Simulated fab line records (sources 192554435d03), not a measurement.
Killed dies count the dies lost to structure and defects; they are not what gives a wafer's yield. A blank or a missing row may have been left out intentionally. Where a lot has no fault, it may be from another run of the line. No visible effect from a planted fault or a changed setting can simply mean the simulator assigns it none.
The tool behind it: which one? + flow n5_finfet + Sampling: 24 lots, 72 wafers, 6 of 1938 route steps

== WHAT THE GAUGES SHOWED, per wafer ==
N5_BEOL_M14_CD_MEAS_28: the cd target is 284.4 nm. Usual: cd_nm at 285.8 nm, with a standard deviation of 2.6.
| lot  | measured     | on        | cd_nm (nm)        | flag |
|------|--------------|-----------|-------------------|------|
| L074 | day 11 15:46 | cd_sem-01 | 286.9 289.9 283.9 |      |
| L075 | day 12 02:02 | cd_sem-03 | 284.2 281.8 281.1 |      |
| L076 | day 12 02:26 | cd_sem-02 | 282.9 282.5 284.9 |      |
| L078 | day 12 12:48 | cd_sem-02 | 287.8 288.2 287.5 |      |
| L077 | day 12 13:35 | cd_sem-02 | 286.4 286.7 287.9 |      |
| L080 | day 13 05:41 | cd_sem-01 | 282.4 285.6 281.3 |      |
| L081 | day 13 09:44 | cd_sem-03 | 285.6 284.3 284.7 |      |
| L079 | day 13 09:56 | cd_sem-01 | 289.1 288.2 289.5 |      |
| L083 | day 14 01:23 | cd_sem-01 | 282.7 283.0 281.9 |      |
| L082 | day 14 02:30 | cd_sem-01 | 286.4 286.7 285.2 |      |
| L086 | day 14 08:44 | cd_sem-02 | 283.2 286.5 289.3 |      |
| L084 | day 14 08:54 | cd_sem-02 | 289.7 290.4 283.7 |      |
| L085 | day 14 18:28 | cd_sem-02 | 284.3 288.3 285.7 |      |
| L089 | day 15 14:25 | cd_sem-01 | 286.4 288.9 284.9 |      |
| L088 | day 15 15:01 | cd_sem-01 | 281.6 282.9 286.0 |      |
| L087 | day 16 01:11 | cd_sem-01 | 283.1 287.9 285.6 |      |
| L090 | day 16 04:17 | cd_sem-01 | 288.4 286.8 286.3 |      |
| L091 | day 16 10:56 | cd_sem-03 | 291.3 288.7 292.8 |      |
| L093 | day 17 00:49 | cd_sem-02 | 287.3 284.5 282.5 |      |
| L092 | day 17 04:18 | cd_sem-01 | 285.3 284.0 286.9 |      |
| L094 | day 17 18:34 | cd_sem-01 | 282.6 283.3 285.2 |      |
| L095 | day 17 18:44 | cd_sem-03 | 283.3 287.0 285.3 |      |
| L097 | day 18 01:11 | cd_sem-03 | 289.5 285.8 288.5 |      |
| L096 | day 18 01:22 | cd_sem-01 | 287.0 286.3 285.5 |      |

N5_BEOL_M14_OCD_MEAS_35. Usual: trench_depth_nm at 557 nm, with a standard deviation of 22.
| lot  | measured     | on     | trench_depth_nm (nm) | flag |
|------|--------------|--------|----------------------|------|
| L074 | day 11 16:28 | ocd-01 | 548 562 538          |      |
| L075 | day 12 02:53 | ocd-02 | 578 559 559          |      |
| L076 | day 12 03:33 | ocd-02 | 552 574 591          |      |
| L078 | day 12 13:30 | ocd-01 | 562 515 555          |      |
| L077 | day 12 14:17 | ocd-02 | 566 561 574          |      |
| L080 | day 13 06:31 | ocd-01 | 543 575 553          |      |
| L081 | day 13 10:29 | ocd-02 | 590 571 569          |      |
| L079 | day 13 10:55 | ocd-01 | 539 574 565          |      |
| L083 | day 14 02:05 | ocd-01 | 544 572 544          |      |
| L082 | day 14 03:26 | ocd-01 | 546 573 591          |      |
| L086 | day 14 09:26 | ocd-01 | 551 579 561          |      |
| L084 | day 14 09:36 | ocd-02 | 569 520 570          |      |
| L085 | day 14 19:10 | ocd-02 | 584 592 587          |      |
| L089 | day 15 15:20 | ocd-02 | 575 535 534          |      |
| L088 | day 15 16:13 | ocd-02 | 562 546 504          |      |
| L087 | day 16 01:53 | ocd-01 | 512 558 552          |      |
| L090 | day 16 04:58 | ocd-02 | 505 555 511          |      |
| L091 | day 16 11:38 | ocd-02 | 556 570 545          |      |
| L093 | day 17 01:31 | ocd-01 | 556 558 552          |      |
| L092 | day 17 05:05 | ocd-01 | 554 562 511          |      |
| L094 | day 17 19:16 | ocd-02 | 563 570 564          |      |
| L095 | day 17 19:26 | ocd-01 | 564 564 544          |      |
| L097 | day 18 01:53 | ocd-02 | 532 569 573          |      |
| L096 | day 18 02:04 | ocd-02 | 555 570 538          |      |

N5_BEOL_M14_RS_MEAS_54: uses a four-point probe to measure. Usual: M14_RS gives 0.0332 ohm/sq (standard deviation 0.0014).
| lot  | measured     | on            | M14_RS (ohm/sq)      | flag |
|------|--------------|---------------|----------------------|------|
| L074 | day 11 22:49 | film_metro-02 | 0.0338 0.0328 0.0344 |      |
| L075 | day 12 09:38 | film_metro-01 | 0.0319 0.0328 0.0329 |      |
| L076 | day 12 09:31 | film_metro-01 | 0.0333 0.0321 0.0311 |      |
| L078 | day 12 16:54 | film_metro-01 | 0.0329 0.0360 0.0332 |      |
| L077 | day 12 18:14 | film_metro-01 | 0.0326 0.0329 0.0322 |      |
| L080 | day 13 08:39 | film_metro-02 | 0.0340 0.0319 0.0335 |      |
| L081 | day 13 12:17 | film_metro-02 | 0.0313 0.0325 0.0326 |      |
| L079 | day 13 18:46 | film_metro-02 | 0.0343 0.0320 0.0327 |      |
| L083 | day 14 05:23 | film_metro-02 | 0.0339 0.0323 0.0340 |      |
| L082 | day 14 07:44 | film_metro-02 | 0.0337 0.0321 0.0310 |      |
| L086 | day 14 13:23 | film_metro-01 | 0.0334 0.0318 0.0327 |      |
| L084 | day 14 15:39 | film_metro-02 | 0.0324 0.0358 0.0324 |      |
| L085 | day 14 23:10 | film_metro-01 | 0.0314 0.0311 0.0314 |      |
| L089 | day 15 22:19 | film_metro-02 | 0.0321 0.0345 0.0345 |      |
| L088 | day 15 22:46 | film_metro-02 | 0.0329 0.0338 0.0368 |      |
| L087 | day 16 04:52 | film_metro-02 | 0.0361 0.0329 0.0332 |      |
| L090 | day 16 09:17 | film_metro-01 | 0.0367 0.0331 0.0360 |      |
| L091 | day 16 18:52 | film_metro-02 | 0.0333 0.0325 0.0338 |      |
| L093 | day 17 04:41 | film_metro-02 | 0.0332 0.0332 0.0334 |      |
| L092 | day 17 07:55 | film_metro-01 | 0.0335 0.0328 0.0362 |      |
| L094 | day 17 23:16 | film_metro-01 | 0.0325 0.0322 0.0326 |      |
| L095 | day 17 23:19 | film_metro-02 | 0.0327 0.0327 0.0341 |      |
| L097 | day 18 12:06 | film_metro-02 | 0.0347 0.0323 0.0321 |      |
| L096 | day 18 12:08 | film_metro-01 | 0.0333 0.0324 0.0343 |      |

N5_BEOL_M15_CD_MEAS_10: the cd target is 360 nm. Usual: cd_nm at 361 nm, with a standard deviation of 3.2.
| lot  | measured     | on        | cd_nm (nm)  | flag |
|------|--------------|-----------|-------------|------|
| L074 | day 11 23:34 | cd_sem-03 | 363 362 361 |      |
| L075 | day 12 10:25 | cd_sem-02 | 364 365 363 |      |
| L076 | day 12 10:15 | cd_sem-02 | 357 359 359 |      |
| L078 | day 12 17:31 | cd_sem-03 | 360 357 360 |      |
| L077 | day 12 18:51 | cd_sem-01 | 363 363 362 |      |
| L080 | day 13 09:23 | cd_sem-03 | 361 364 363 |      |
| L081 | day 13 13:02 | cd_sem-03 | 362 360 361 |      |
| L079 | day 13 19:23 | cd_sem-03 | 360 360 357 |      |
| L083 | day 14 06:07 | cd_sem-01 | 360 356 354 |      |
| L082 | day 14 08:30 | cd_sem-02 | 363 361 362 |      |
| L086 | day 14 14:07 | cd_sem-02 | 364 363 363 |      |
| L084 | day 14 16:30 | cd_sem-01 | 357 355 359 |      |
| L085 | day 14 23:55 | cd_sem-03 | 361 361 361 |      |
| L089 | day 15 23:04 | cd_sem-03 | 363 362 362 |      |
| L088 | day 15 23:31 | cd_sem-03 | 354 360 359 |      |
| L087 | day 16 05:37 | cd_sem-03 | 362 362 363 |      |
| L090 | day 16 09:53 | cd_sem-01 | 362 356 362 |      |
| L091 | day 16 19:36 | cd_sem-02 | 362 364 363 |      |
| L093 | day 17 05:25 | cd_sem-03 | 361 365 366 |      |
| L092 | day 17 08:32 | cd_sem-01 | 358 357 359 |      |
| L094 | day 17 23:53 | cd_sem-03 | 356 363 363 |      |
| L095 | day 18 00:04 | cd_sem-01 | 365 364 362 |      |
| L097 | day 18 12:43 | cd_sem-02 | 358 359 355 |      |
| L096 | day 18 12:45 | cd_sem-03 | 356 363 362 |      |

N5_BEOL_M15_INSPECT_12: inspects for defects (macro). Usual: raw_defect_count at 1.9, with a standard deviation of 1.4.
| lot  | measured     | on                | raw_defect_count | flag |
|------|--------------|-------------------|------------------|------|
| L074 | day 11 23:37 | defect_inspect-02 | 4 0 3            |      |
| L075 | day 12 10:28 | defect_inspect-02 | 2 2 1            |      |
| L076 | day 12 10:18 | defect_inspect-01 | 1 2 2            |      |
| L078 | day 12 17:34 | defect_inspect-01 | 2 2 1            |      |
| L077 | day 12 18:54 | defect_inspect-01 | 0 2 1            |      |
| L080 | day 13 09:27 | defect_inspect-01 | 1 0 2            |      |
| L081 | day 13 13:05 | defect_inspect-01 | 4 1 2            |      |
| L079 | day 13 19:26 | defect_inspect-01 | 2 2 4            |      |
| L083 | day 14 06:10 | defect_inspect-02 | 0 4 1            |      |
| L082 | day 14 08:33 | defect_inspect-02 | 0 0 1            |      |
| L086 | day 14 14:10 | defect_inspect-02 | 4 2 3            |      |
| L084 | day 14 16:33 | defect_inspect-01 | 2 1 1            |      |
| L085 | day 14 23:58 | defect_inspect-01 | 3 2 4            |      |
| L089 | day 15 23:07 | defect_inspect-01 | 4 1 0            |      |
| L088 | day 15 23:34 | defect_inspect-01 | 1 1 1            |      |
| L087 | day 16 05:40 | defect_inspect-01 | 1 1 0            |      |
| L090 | day 16 09:57 | defect_inspect-01 | 1 0 1            |      |
| L091 | day 16 19:39 | defect_inspect-02 | 1 1 2            |      |
| L093 | day 17 05:29 | defect_inspect-01 | 3 2 8            |      |
| L092 | day 17 08:35 | defect_inspect-02 | 3 1 4            |      |
| L094 | day 17 23:56 | defect_inspect-02 | 2 2 1            |      |
| L095 | day 18 00:07 | defect_inspect-02 | 2 5 1            |      |
| L097 | day 18 12:46 | defect_inspect-02 | 1 0 2            |      |
| L096 | day 18 12:49 | defect_inspect-01 | 3 4 1            |      |

== TOOL THAT RAN EACH LOT (tool first, then ch and the chambers of the sampled wafers, then the start) ==
| lot  | N5_BEOL_M14_STRIP_37               |
|------|------------------------------------|
| L074 | rie_diel-01 ch 1,2, day 11 20:47   |
| L075 | rie_diel-04 ch 0,1, day 12 07:49   |
| L076 | rie_diel-02 ch 0,1,3, day 12 07:47 |
| L078 | rie_diel-04 ch 0,1,2, day 12 15:16 |
| L077 | rie_diel-02 ch 0,2, day 12 15:52   |
| L080 | rie_diel-01 ch 1,2,3, day 13 06:54 |
| L081 | rie_diel-02 ch 0,2,3, day 13 10:44 |
| L079 | rie_diel-01 ch 1,3, day 13 16:01   |
| L083 | rie_diel-04 ch 0,3, day 14 02:07   |
| L082 | rie_diel-01 ch 1,2,3, day 14 03:46 |
| L086 | rie_diel-02 ch 0,1,3, day 14 09:36 |
| L084 | rie_diel-04 ch 0,1,2, day 14 11:52 |
| L085 | rie_diel-04 ch 0,1,3, day 14 20:23 |
| L089 | rie_diel-04 ch 1,2, day 15 17:46   |
| L088 | rie_diel-02 ch 1,2,3, day 15 18:14 |
| L087 | rie_diel-02 ch 0,1,2, day 16 01:56 |
| L090 | rie_diel-04 ch 1,3, day 16 05:14   |
| L091 | rie_diel-04 ch 0,1,3, day 16 14:10 |
| L093 | rie_diel-04 ch 1,3, day 17 02:49   |
| L092 | rie_diel-01 ch 1,2,3, day 17 05:56 |
| L094 | rie_diel-02 ch 0,3, day 17 21:37   |
| L095 | rie_diel-04 ch 1,2, day 17 21:40   |
| L097 | rie_diel-02 ch 1,3, day 18 10:19   |
| L096 | rie_diel-04 ch 0,1,3, day 18 10:22 |
- N5_BEOL_M14_STRIP_37: strips in O2.

== AS READ BY THE TOOLS THEMSELVES (means over the sampled wafers that have a number; for cases with no such wafer, the mark the record gives instead) ==
N5_BEOL_M14_STRIP_37. Usual: drypump_motor_current_A 5.5 A, standard deviation 0.44; oes_product_au 0.78 a.u., standard deviation 0.067; rf_vpp_V 3.6 V, standard deviation 1.1; showerhead_plenum_p_Torr 2.11 Torr, standard deviation 0.073; throttle_valve_pct 16.69 %, standard deviation 0.17.
| lot  | tool        | drypump_motor_current_A (A) | oes_product_au (a.u.) | rf_vpp_V (V) | showerhead_plenum_p_Torr (Torr) | throttle_valve_pct (%) | flag |
|------|-------------|-----------------------------|-----------------------|--------------|---------------------------------|------------------------|------|
| L074 | rie_diel-01 | 5.7                         | 0.78                  | 4.9          | 2.05                            | 16.56                  |      |
| L075 | rie_diel-04 | 5.7                         | 0.82                  | 3.7          | 2.17                            | 16.67                  |      |
| L076 | rie_diel-02 | 5.4                         | 0.77                  | 3.3          | 2.07                            | 16.71                  |      |
| L078 | rie_diel-04 | 5.4                         | 0.84                  | 3.1          | 2.17                            | 16.63                  |      |
| L077 | rie_diel-02 | 5.9                         | 0.75                  | 4.3          | 2.10                            | 16.53                  |      |
| L080 | rie_diel-01 | 5.6                         | 0.75                  | 3.3          | 2.05                            | 16.71                  |      |
| L081 | rie_diel-02 | 5.6                         | 0.76                  | 3.8          | 2.09                            | 16.67                  |      |
| L079 | rie_diel-01 | 5.6                         | 0.74                  | 3.3          | 2.02                            | 16.68                  |      |
| L083 | rie_diel-04 | 5.6                         | 0.81                  | 3.6          | 2.21                            | 16.57                  |      |
| L082 | rie_diel-01 | 5.6                         | 0.74                  | 2.5          | 2.05                            | 16.74                  |      |
| L086 | rie_diel-02 | 5.4                         | 0.74                  | 4.6          | 2.07                            | 16.74                  |      |
| L084 | rie_diel-04 | 5.4                         | 0.82                  | 3.4          | 2.16                            | 16.65                  |      |
| L085 | rie_diel-04 | 5.6                         | 0.86                  | 3.2          | 2.17                            | 16.57                  |      |
| L089 | rie_diel-04 | 5.0                         | 0.79                  | 4.7          | 2.11                            | 16.74                  |      |
| L088 | rie_diel-02 | 5.3                         | 0.73                  | 3.5          | 2.12                            | 16.69                  |      |
| L087 | rie_diel-02 | 5.7                         | 0.71                  | 4.3          | 2.06                            | 16.62                  |      |
| L090 | rie_diel-04 | 5.7                         | 0.87                  | 4.1          | 2.14                            | 16.56                  |      |
| L091 | rie_diel-04 | 5.7                         | 0.83                  | 3.8          | 2.17                            | 16.59                  |      |
| L093 | rie_diel-04 | 5.6                         | 0.86                  | 3.3          | 2.13                            | 16.57                  |      |
| L092 | rie_diel-01 | 5.6                         | 0.72                  | 3.2          | 2.04                            | 16.75                  |      |
| L094 | rie_diel-02 | 5.3                         | 0.75                  | 4.3          | 2.08                            | 16.88                  |      |
| L095 | rie_diel-04 | 5.4                         | 0.76                  | 3.6          | 2.11                            | 16.82                  |      |
| L097 | rie_diel-02 | 5.0                         | 0.73                  | 4.7          | 2.11                            | 16.88                  |      |
| L096 | rie_diel-04 | 5.7                         | 0.82                  | 3.2          | 2.16                            | 16.61                  |      |

== THE ANSWER, worked out from the rows above alone ==
Rule: a lot counts as off when the mean over its wafers that have a number is more than 3 standard deviations away from the usual mean. Also off: a lot with no number at a reading for which 4 or more lots have one. Where the step has rows for the other lots, those lots are counted as sound. The gauges are gone through in route order, then the tools' own readings, and for those a lot's mean is taken as printed above. At the first step where some lot is off, the reading lying furthest off is the one used; lots without a number count as furthest.
No lot is off on any of the readings shown, so nothing can be concluded from this.

== WHAT THE SIMULATOR HAD INSERTED ==
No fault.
